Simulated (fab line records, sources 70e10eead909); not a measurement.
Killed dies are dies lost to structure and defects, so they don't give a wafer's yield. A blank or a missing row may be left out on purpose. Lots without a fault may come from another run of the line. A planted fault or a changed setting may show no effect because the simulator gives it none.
Which tool did it? | flow nand_harc | 14 lots, 42 wafers sampled, at 4 steps of a route of 1302

WHAT THE GAUGES READ, wafer by wafer
NHARC_THIN_TSV_CD_MEAS_16.
lot  | measured     | on        | cd_nm (nm)
L885 | day 24 08:52 | cd_sem-01 | 999.3 998.4 998.1
L886 | day 24 16:05 | cd_sem-01 | 1000.4 1001.4 1000.2
L888 | day 25 08:14 | cd_sem-01 | 1002.0 1002.1 999.2
L889 | day 26 18:40 | cd_sem-02 | 1002.2 999.3 996.6
L891 | day 26 17:29 | cd_sem-01 | 998.3 999.1 998.2
L890 | day 26 20:01 | cd_sem-03 | 997.5 997.4 998.9
L892 | day 27 09:18 | cd_sem-01 | 999.6 999.1 999.8
L894 | day 27 19:41 | cd_sem-03 | 1001.2 999.5 999.7
L893 | day 27 20:50 | cd_sem-02 | 1002.3 1001.7 999.7
L896 | day 28 14:44 | cd_sem-01 | 1003.7 1003.1 1001.2
L900 | day 30 20:46 | cd_sem-01 | 998.8 999.8 998.9
L902 | day 31 02:45 | cd_sem-03 | 999.0 997.7 994.2
L906 | day 33 08:46 | cd_sem-03 | 1001.0 1001.8 1004.2
L907 | day 34 00:23 | cd_sem-01 | 1001.6 1001.2 1000.9

NHARC_END_SORT_01.
lot  | measured     | on        | killed_at_array | killed_at_other | killed_at_periphery | killed_dies | killed_open | killed_short
L900 | day 31 09:37 | prober-01 | 44 140 140      | 3 2 1           | 0 3 3               | 47 145 144  | 3 3 3       | 5 4 3
L902 | day 31 17:56 | prober-02 | 164 75 177      | 0 0 4           | 2 5 3               | 166 80 184  | 3 1 3       | 3 2 4

WHICH TOOL RAN EACH LOT (tool, then ch and the chambers of the sampled wafers, then the start)
lot  | NHARC_A_CONTACT_ETCH_117             | NHARC_THIN_TSV_ETCH_59
L885 | har_cap_etch-03 ch 0,1, day 22 02:16 | rie_metal-03 ch 0,1, day 24 14:10
L886 | har_cap_etch-01 ch 0,1, day 22 12:16 | rie_metal-03 ch 0,1, day 24 21:23
L888 | har_cap_etch-01 ch 0,1, day 23 06:19 | rie_metal-02 ch 0,1, day 25 13:37
L889 | har_cap_etch-02 ch 0,1, day 23 15:52 | rie_metal-01 ch 0,1, day 26 23:56
L891 | har_cap_etch-02 ch 0,1, day 24 05:33 | rie_metal-03 ch 0,1, day 26 22:42
L890 | har_cap_etch-01 ch 0,1, day 24 06:24 | rie_metal-02 ch 0,1, day 27 01:18
L892 | har_cap_etch-01 ch 0, day 25 02:40   | rie_metal-03 ch 0,1, day 27 14:34
L894 | har_cap_etch-03 ch 0,1, day 25 10:48 | rie_metal-03 ch 0,1, day 28 00:56
L893 | har_cap_etch-01 ch 0,1, day 25 15:14 | rie_metal-03 ch 0,1, day 28 02:17
L896 | har_cap_etch-03 ch 0,1, day 26 08:59 | rie_metal-02 ch 0,1, day 28 19:58
L900 | har_cap_etch-02 ch 0,1, day 28 11:05 | rie_metal-03 ch 0,1, day 31 02:01
L902 | har_cap_etch-02 ch 0,1, day 28 18:05 | rie_metal-02 ch 0,1, day 31 07:52
L906 | har_cap_etch-03 ch 0,1, day 31 00:58 | rie_metal-02 ch 1, day 33 14:02
L907 | har_cap_etch-02 ch 0,1, day 31 16:53 | rie_metal-01 ch 0,1, day 34 05:40
- NHARC_A_CONTACT_ETCH_117: etches the open film in C4F8/O2/Ar, time 190 s, target depth 1850 nm.
- NHARC_THIN_TSV_ETCH_59: etches the open film in Cl2/BCl3, target depth 880 nm, time 138.1 s.

WHAT THE TOOLS THEMSELVES READ (means of the sampled wafers that have a number; where no wafer has one, the mark that the record gives instead)
NHARC_THIN_TSV_ETCH_59.
lot  | tool         | drypump_motor_current_A (A) | oes_product_au (a.u.) | throttle_valve_pct (%)
L885 | rie_metal-03 | 6.1                         | 1.005                 | 22.270
L886 | rie_metal-03 | 6.0                         | 1.008                 | 22.261
L888 | rie_metal-02 | 6.0                         | 0.996                 | 22.263
L889 | rie_metal-01 | 6.3                         | 0.999                 | 22.267
L891 | rie_metal-03 | 5.5                         | 0.994                 | 22.270
L890 | rie_metal-02 | 6.0                         | 0.992                 | 22.259
L892 | rie_metal-03 | 6.1                         | 1.001                 | 22.263
L894 | rie_metal-03 | 5.5                         | 0.998                 | 22.266
L893 | rie_metal-03 | 6.1                         | 1.004                 | 22.263
L896 | rie_metal-02 | 6.0                         | 1.006                 | 22.259
L900 | rie_metal-03 | 5.5                         | 1.003                 | 22.260
L902 | rie_metal-02 | 6.0                         | 1.001                 | 22.278
L906 | rie_metal-02 | 5.9                         | 1.010                 | 22.265
L907 | rie_metal-01 | 6.4                         | 1.011                 | 22.265

THE ANSWER, worked out from the rows above alone
Rule: what is usual is taken from the lots themselves. Put in order of their means at a reading, lots are off if they are a third of the lots or fewer, leave a main group of 4 or more, and stand apart from it by a gap of 3 or more times the standard deviation of the main group's means; of several such gaps the widest counts. A main group whose means are all the same, to the digits that the tables above print for the reading, isn't used. A lot without any number at a reading at which 4 lots or more have one is off too. The other lots that the step has rows for count as sound. The gauges are gone through in route order, then the tools' own readings, and for those a lot's mean is taken as printed above. The first step at which some lot is off is used, and at that step the reading that is off furthest; a lot without a number counts as furthest.
No lot is off at any reading shown: from this, nothing can be told.

WHAT THE SIMULATOR HAD PUT IN
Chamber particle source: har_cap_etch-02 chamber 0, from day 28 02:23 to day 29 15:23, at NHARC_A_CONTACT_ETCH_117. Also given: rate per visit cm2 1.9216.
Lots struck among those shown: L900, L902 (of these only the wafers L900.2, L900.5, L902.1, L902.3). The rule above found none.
